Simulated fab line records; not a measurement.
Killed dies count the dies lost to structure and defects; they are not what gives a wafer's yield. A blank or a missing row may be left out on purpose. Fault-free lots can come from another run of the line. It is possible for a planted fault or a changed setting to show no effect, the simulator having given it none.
Chamber matching	flow n5_finfet	N5_BEOL_M6_DESCUM_16 on rie_diel-06 has 4 sister chambers
The step chemistry O2, time 7.9 s. 14 wafers are shown with their chamber, then 7 later ones without.

## WAFERS, EACH WITH ITS CHAMBER
wafer	chamber	throttle_valve_pct (%)	drypump_motor_current_A (A)	showerhead_plenum_p_Torr (Torr)
L076.2	0	20.63	5.50	1.99
L076.3	2	20.23	5.28	2.08
L076.5	2	20.24	5.29	2.08
L079.1	1	19.96	5.86	2.10
L079.2	2	20.23	5.29	2.07
L079.3	3	20.59	5.31	2.10
L079.4	0	20.65	5.50	1.99
L079.5	1	19.93	5.87	2.10
L079.6	0	20.64	5.51	1.99
L085.1	0	20.68	5.55	1.98
L085.2	3	20.64	5.29	2.09
L085.5	0	20.68	5.54	1.98
L087.2	1	19.99	5.90	2.09
L087.5	2	20.25	5.24	2.07

SIGNATURES (averages over the wafers above)
reading	chamber 0	chamber 1	chamber 2	chamber 3	scatter within a chamber
throttle_valve_pct	20.6560	19.9600	20.2375	20.6150	0.0233
drypump_motor_current_A	5.5200	5.8767	5.2750	5.3000	0.0223
showerhead_plenum_p_Torr	1.9860	2.0967	2.0750	2.0950	0.0058
Rule: distance of a wafer from a chamber = root of the sum over the readings of ((wafer's reading minus chamber's mean) / reading's scatter) squared. The wafer belongs to the nearest chamber; if the next one is less than 2 further off, it can't be placed. The scatter is the square root of a quotient: the sum, over the shown wafers, of each reading's squared deviation from its chamber's mean, divided by wafers minus chambers.

## WAFERS MISSING THEIR CHAMBER
wafer	throttle_valve_pct (%)	drypump_motor_current_A (A)	showerhead_plenum_p_Torr (Torr)
L087.6	20.69	5.54	1.98
L094.2	20.73	5.52	1.97
L094.3	20.02	5.86	2.09
L094.5	20.66	5.32	2.09
L093.1	20.73	5.53	1.97
L093.2	20.28	5.28	2.06
L093.5	20.74	5.52	1.97

## WHICH CHAMBER EACH ONE RAN IN
wafer	from the rows above	in truth
L087.6	0	0
L094.2	0	0
L094.3	1	1
L094.5	3	3
L093.1	0	0
L093.2	2	2
L093.5	0	0
Placed correctly: 7 of 7. Left unplaced by these rows: 0. Placed wrongly: 0.
